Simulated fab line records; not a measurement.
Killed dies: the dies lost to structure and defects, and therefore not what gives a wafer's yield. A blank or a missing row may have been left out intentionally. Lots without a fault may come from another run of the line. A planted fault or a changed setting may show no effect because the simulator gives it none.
Matching of chambers / flow n5Finfet / N5_MOL_CONTACT_COAG_ETCH_67 on rieDiel-02 has 4 sister chambers
The step etches SOC in N2/H2, target depth 60 nm, overetch 21 nm, time 101.2 s. 20 wafers are shown with their chamber, then 10 later ones without.

== EACH WAFER AND ITS CHAMBER ==
wafer=L075.1; chamber=0; showerheadPlenumPTorr (Torr)=2.54; drypumpMotorCurrentA (A)=5.3; throttleValvePct (%)=17.94
wafer=L075.3; chamber=1; showerheadPlenumPTorr (Torr)=2.44; drypumpMotorCurrentA (A)=6.1; throttleValvePct (%)=17.71
wafer=L075.5; chamber=2; showerheadPlenumPTorr (Torr)=2.51; drypumpMotorCurrentA (A)=5.7; throttleValvePct (%)=18.11
wafer=L079.2; chamber=2; showerheadPlenumPTorr (Torr)=2.50; drypumpMotorCurrentA (A)=5.7; throttleValvePct (%)=18.16
wafer=L079.3; chamber=1; showerheadPlenumPTorr (Torr)=2.43; drypumpMotorCurrentA (A)=6.2; throttleValvePct (%)=17.74
wafer=L079.6; chamber=1; showerheadPlenumPTorr (Torr)=2.43; drypumpMotorCurrentA (A)=6.2; throttleValvePct (%)=17.74
wafer=L082.4; chamber=3; showerheadPlenumPTorr (Torr)=2.67; drypumpMotorCurrentA (A)=5.9; throttleValvePct (%)=17.50
wafer=L082.5; chamber=0; showerheadPlenumPTorr (Torr)=2.53; drypumpMotorCurrentA (A)=5.2; throttleValvePct (%)=17.96
wafer=L082.6; chamber=3; showerheadPlenumPTorr (Torr)=2.67; drypumpMotorCurrentA (A)=5.9; throttleValvePct (%)=17.51
wafer=L084.1; chamber=3; showerheadPlenumPTorr (Torr)=2.67; drypumpMotorCurrentA (A)=5.9; throttleValvePct (%)=17.49
wafer=L084.4; chamber=1; showerheadPlenumPTorr (Torr)=2.43; drypumpMotorCurrentA (A)=6.2; throttleValvePct (%)=17.76
wafer=L084.6; chamber=2; showerheadPlenumPTorr (Torr)=2.50; drypumpMotorCurrentA (A)=5.7; throttleValvePct (%)=18.17
wafer=L087.1; chamber=2; showerheadPlenumPTorr (Torr)=2.49; drypumpMotorCurrentA (A)=5.7; throttleValvePct (%)=18.18
wafer=L087.4; chamber=0; showerheadPlenumPTorr (Torr)=2.53; drypumpMotorCurrentA (A)=5.2; throttleValvePct (%)=17.96
wafer=L087.5; chamber=1; showerheadPlenumPTorr (Torr)=2.42; drypumpMotorCurrentA (A)=6.1; throttleValvePct (%)=17.75
wafer=L088.1; chamber=0; showerheadPlenumPTorr (Torr)=2.52; drypumpMotorCurrentA (A)=5.2; throttleValvePct (%)=17.97
wafer=L088.3; chamber=2; showerheadPlenumPTorr (Torr)=2.49; drypumpMotorCurrentA (A)=5.7; throttleValvePct (%)=18.16
wafer=L088.6; chamber=0; showerheadPlenumPTorr (Torr)=2.52; drypumpMotorCurrentA (A)=5.2; throttleValvePct (%)=17.98
wafer=L090.2; chamber=2; showerheadPlenumPTorr (Torr)=2.49; drypumpMotorCurrentA (A)=5.7; throttleValvePct (%)=18.20
wafer=L090.4; chamber=0; showerheadPlenumPTorr (Torr)=2.52; drypumpMotorCurrentA (A)=5.2; throttleValvePct (%)=17.97

SIGNATURES (means of the wafers above)
reading=showerheadPlenumPTorr; chamber 0=2.5267; chamber 1=2.4300; chamber 2=2.4967; chamber 3=2.6700; scatter within a chamber=0.00736
reading=drypumpMotorCurrentA; chamber 0=5.217; chamber 1=6.160; chamber 2=5.700; chamber 3=5.900; scatter within a chamber=0.0356
reading=throttleValvePct; chamber 0=17.9633; chamber 1=17.7400; chamber 2=18.1633; chamber 3=17.5000; scatter within a chamber=0.021
Rule: for a wafer and a chamber, the distance is found by dividing, reading by reading, the gap between the wafer's reading and the chamber's mean by the reading's scatter, squaring, summing and taking the root. If the next closest chamber is less than 2 further off than the closest, the wafer can't be placed; otherwise it belongs to the closest. How the scatter is found: for the shown wafers, subtract from each reading the mean of its chamber, square and add these, divide the total by (wafers less chambers), then take the root.

== WAFERS WITH NO CHAMBER GIVEN ==
wafer=L090.6; showerheadPlenumPTorr (Torr)=2.66; drypumpMotorCurrentA (A)=5.9; throttleValvePct (%)=17.52
wafer=L094.3; showerheadPlenumPTorr (Torr)=2.52; drypumpMotorCurrentA (A)=5.2; throttleValvePct (%)=18.02
wafer=L094.4; showerheadPlenumPTorr (Torr)=2.42; drypumpMotorCurrentA (A)=6.1; throttleValvePct (%)=17.78
wafer=L094.5; showerheadPlenumPTorr (Torr)=2.66; drypumpMotorCurrentA (A)=5.9; throttleValvePct (%)=17.54
wafer=L095.2; showerheadPlenumPTorr (Torr)=2.66; drypumpMotorCurrentA (A)=5.9; throttleValvePct (%)=17.55
wafer=L095.3; showerheadPlenumPTorr (Torr)=2.49; drypumpMotorCurrentA (A)=5.7; throttleValvePct (%)=18.19
wafer=L095.5; showerheadPlenumPTorr (Torr)=2.42; drypumpMotorCurrentA (A)=6.1; throttleValvePct (%)=17.79
wafer=L096.2; showerheadPlenumPTorr (Torr)=2.42; drypumpMotorCurrentA (A)=6.2; throttleValvePct (%)=17.79
wafer=L096.4; showerheadPlenumPTorr (Torr)=2.65; drypumpMotorCurrentA (A)=5.9; throttleValvePct (%)=17.56
wafer=L096.6; showerheadPlenumPTorr (Torr)=2.65; drypumpMotorCurrentA (A)=5.9; throttleValvePct (%)=17.55

== WHICH CHAMBER EACH WENT THROUGH ==
wafer=L090.6; from the rows above=3; in truth=3
wafer=L094.3; from the rows above=0; in truth=0
wafer=L094.4; from the rows above=1; in truth=1
wafer=L094.5; from the rows above=3; in truth=3
wafer=L095.2; from the rows above=3; in truth=3
wafer=L095.3; from the rows above=2; in truth=2
wafer=L095.5; from the rows above=1; in truth=1
wafer=L096.2; from the rows above=1; in truth=1
wafer=L096.4; from the rows above=3; in truth=3
wafer=L096.6; from the rows above=3; in truth=3
Correct placement for 10 of the 10. From these rows, 0 cannot be placed. Placed wrongly: 0.
